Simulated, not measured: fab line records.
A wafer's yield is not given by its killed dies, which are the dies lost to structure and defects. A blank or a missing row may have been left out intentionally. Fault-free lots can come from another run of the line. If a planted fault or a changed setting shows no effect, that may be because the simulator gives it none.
Matching of chambers :: flow n5_finfet :: N5_BEOL_M8_DESCUM_33 on rie_diel-04: 4 sister chambers
The step chemistry O2, time 7 s. 16 wafers are shown with their chamber, then 8 later ones without.

## WAFERS WITH THEIR CHAMBER
wafer: L080.1
chamber: 2
showerhead_plenum_p_Torr (Torr): 2.07
throttle_valve_pct (%): 20.52
drypump_motor_current_A (A): 6.2

wafer: L080.2
chamber: 3
showerhead_plenum_p_Torr (Torr): 2.14
throttle_valve_pct (%): 20.23
drypump_motor_current_A (A): 5.3

wafer: L080.5
chamber: 3
showerhead_plenum_p_Torr (Torr): 2.14
throttle_valve_pct (%): 20.24
drypump_motor_current_A (A): 5.3

wafer: L083.1
chamber: 0
showerhead_plenum_p_Torr (Torr): 2.05
throttle_valve_pct (%): 20.01
drypump_motor_current_A (A): 6.0

wafer: L083.2
chamber: 3
showerhead_plenum_p_Torr (Torr): 2.13
throttle_valve_pct (%): 20.22
drypump_motor_current_A (A): 5.4

wafer: L083.3
chamber: 2
showerhead_plenum_p_Torr (Torr): 2.07
throttle_valve_pct (%): 20.52
drypump_motor_current_A (A): 6.3

wafer: L083.4
chamber: 3
showerhead_plenum_p_Torr (Torr): 2.13
throttle_valve_pct (%): 20.22
drypump_motor_current_A (A): 5.4

wafer: L083.5
chamber: 0
showerhead_plenum_p_Torr (Torr): 2.05
throttle_valve_pct (%): 20.03
drypump_motor_current_A (A): 6.0

wafer: L083.6
chamber: 2
showerhead_plenum_p_Torr (Torr): 2.07
throttle_valve_pct (%): 20.51
drypump_motor_current_A (A): 6.2

wafer: L084.3
chamber: 3
showerhead_plenum_p_Torr (Torr): 2.13
throttle_valve_pct (%): 20.23
drypump_motor_current_A (A): 5.4

wafer: L084.5
chamber: 3
showerhead_plenum_p_Torr (Torr): 2.13
throttle_valve_pct (%): 20.24
drypump_motor_current_A (A): 5.3

wafer: L084.6
chamber: 2
showerhead_plenum_p_Torr (Torr): 2.07
throttle_valve_pct (%): 20.50
drypump_motor_current_A (A): 6.2

wafer: L087.3
chamber: 1
showerhead_plenum_p_Torr (Torr): 2.13
throttle_valve_pct (%): 20.02
drypump_motor_current_A (A): 5.3

wafer: L087.4
chamber: 2
showerhead_plenum_p_Torr (Torr): 2.07
throttle_valve_pct (%): 20.53
drypump_motor_current_A (A): 6.2

wafer: L087.6
chamber: 1
showerhead_plenum_p_Torr (Torr): 2.13
throttle_valve_pct (%): 20.00
drypump_motor_current_A (A): 5.4

wafer: L093.3
chamber: 0
showerhead_plenum_p_Torr (Torr): 2.05
throttle_valve_pct (%): 20.05
drypump_motor_current_A (A): 6.0

SIGNATURES (means of the wafers above)
reading: showerhead_plenum_p_Torr
chamber 0: 2.0500
chamber 1: 2.1300
chamber 2: 2.0700
chamber 3: 2.1333
scatter within a chamber: 0.00333

reading: throttle_valve_pct
chamber 0: 20.0300
chamber 1: 20.0100
chamber 2: 20.5160
chamber 3: 20.2300
scatter within a chamber: 0.0126

reading: drypump_motor_current_A
chamber 0: 6.000
chamber 1: 5.350
chamber 2: 6.220
chamber 3: 5.350
scatter within a chamber: 0.0483
Rule: for a wafer and a chamber, the distance is found by dividing, reading by reading, the gap between the wafer's reading and the chamber's mean by the reading's scatter, squaring, summing and taking the root. If the next closest chamber is less than 2 further off than the closest, the wafer can't be placed; otherwise it belongs to the closest. The scatter: the root of (the sum of the squares of (reading less its chamber's mean) over the shown wafers, divided by (wafers less chambers)).

## WAFERS MISSING THEIR CHAMBER
wafer: L093.5
showerhead_plenum_p_Torr (Torr): 2.13
throttle_valve_pct (%): 20.01
drypump_motor_current_A (A): 5.3

wafer: L093.6
showerhead_plenum_p_Torr (Torr): 2.05
throttle_valve_pct (%): 20.04
drypump_motor_current_A (A): 6.0

wafer: L097.1
showerhead_plenum_p_Torr (Torr): 2.13
throttle_valve_pct (%): 20.03
drypump_motor_current_A (A): 5.3

wafer: L097.2
showerhead_plenum_p_Torr (Torr): 2.04
throttle_valve_pct (%): 20.09
drypump_motor_current_A (A): 6.0

wafer: L097.6
showerhead_plenum_p_Torr (Torr): 2.13
throttle_valve_pct (%): 20.02
drypump_motor_current_A (A): 5.3

wafer: L094.1
showerhead_plenum_p_Torr (Torr): 2.06
throttle_valve_pct (%): 20.18
drypump_motor_current_A (A): 6.2

wafer: L094.2
showerhead_plenum_p_Torr (Torr): 2.04
throttle_valve_pct (%): 20.07
drypump_motor_current_A (A): 6.0

wafer: L094.6
showerhead_plenum_p_Torr (Torr): 2.06
throttle_valve_pct (%): 20.20
drypump_motor_current_A (A): 6.2

## CHAMBER TAKEN BY EACH
wafer: L093.5
from the rows above: 1
in truth: 1

wafer: L093.6
from the rows above: 0
in truth: 0

wafer: L097.1
from the rows above: 1
in truth: 1

wafer: L097.2
from the rows above: 0
in truth: 0

wafer: L097.6
from the rows above: 1
in truth: 1

wafer: L094.1
from the rows above: 0
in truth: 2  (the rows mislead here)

wafer: L094.2
from the rows above: 0
in truth: 0

wafer: L094.6
from the rows above: 0
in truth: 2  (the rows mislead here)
Placed correctly: 6 of 8. Number that these rows cannot place: 0. 2 placed wrongly.
